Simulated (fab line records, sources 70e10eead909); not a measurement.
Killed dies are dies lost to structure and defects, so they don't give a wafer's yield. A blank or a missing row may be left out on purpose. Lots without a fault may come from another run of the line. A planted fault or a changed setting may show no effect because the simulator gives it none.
A struck lot beside a sound one | flow nand_harc | 13 steps out of a route of 1159
Sound: wafers L602.2, L602.4, L602.6. Struck: wafers L597.1, L597.2, L597.4. The cause comes at the end.
At each step with rows: each side's tool, then ch and its chambers, then its first start. Under that, the readings that differ: sound wafers | struck wafers | difference of the means | sigmas: that difference in standard deviations of wafers without a fault.
alike: readings whose means differ by less than 2 such deviations, and words and numbers that are the same on both sides. not compared: withheld readings, readings that some wafer has no value for, bounds like >300 that may hide the same value, and numbers for which the record gives no deviation and whose values overlap.
The two part at a step that has a row with sigmas, a row that says differs or no value, or rows on one side only. Numbers that don't overlap but have no deviation are shown without sigmas and don't part them. A reading that every wafer of one side lacks parts them only if that side has two wafers or more.

first, 1 step without rows for these wafers: NHARC_A_ONON_D1_DEP_06 (target thk 1000 nm).
NHARC_A_ONON_D1_THK_MEAS_08: measures by ellipsometry.
  sound on film_metro-02, day 12 16:35; struck on film_metro-02, day 11 03:27
  alike: thk_nm
then, 1 step without rows for these wafers: NHARC_A_ONON_D1_DEP_09 (target thk 1000 nm).
NHARC_A_ONON_D1_THK_MEAS_11: measures by ellipsometry.
  sound on film_metro-02, day 12 17:09; struck on film_metro-01, day 11 04:01
  alike: thk_nm
then, 1 step without rows for these wafers: NHARC_A_ONON_D1_DEP_12 (target thk 1000 nm).
NHARC_A_ONON_D1_THK_MEAS_14: measures by ellipsometry.
  sound on film_metro-02, day 12 17:43; struck on film_metro-01, day 11 04:35
  alike: thk_nm
then, 2 steps without rows for these wafers: NHARC_A_ONON_D1_ANNEAL_15 (time 3600 s); NHARC_A_ONON_D1_DEP_16 (target thk 1000 nm).
NHARC_A_ONON_D1_THK_MEAS_18: measures by ellipsometry.
  sound on film_metro-01, day 13 01:44; struck on film_metro-01, day 11 13:39
  reading     | sound       | struck         | difference | sigmas
  thk_nm (nm) | 993 992 993 | 1010 1009 1009 | +17        | +2
then, 1 step without rows for these wafers: NHARC_A_ONON_D1_DEP_19 (target thk 1000 nm).
NHARC_A_ONON_D1_THK_MEAS_21: measures by ellipsometry.
  sound on film_metro-02, day 13 02:19; struck on film_metro-01, day 11 14:13
  alike: thk_nm
NHARC_A_ONON_D1_DEP_22: target thk 1000 nm.
  sound on pecvd_onon-01 ch 0, day 13 02:26; struck on pecvd_onon-03, day 11 14:17
  no value came back on the struck wafers for n2_flow_sccm (sccm), n2o_flow_sccm (sccm), nh3_flow_sccm (sccm), sih4_flow_sccm (sccm); on the sound wafers n2_flow_sccm (sccm) reads 2753 2766 2747
-- the record jumps here: 12 days lie between the struck wafers' starts before and after (it left off in module A_ONON_D1 and takes up again in module END, whose first step shown is number 1159 of the route) --
NHARC_END_SORT_01:
  the record has rows for the struck wafers here (prober-02 ch 0, day 23 02:50) and none for the sound ones

WHERE THEY PART
First at NHARC_A_ONON_D1_THK_MEAS_18; last, within this record, at NHARC_END_SORT_01.

WHY: what the simulator had put in
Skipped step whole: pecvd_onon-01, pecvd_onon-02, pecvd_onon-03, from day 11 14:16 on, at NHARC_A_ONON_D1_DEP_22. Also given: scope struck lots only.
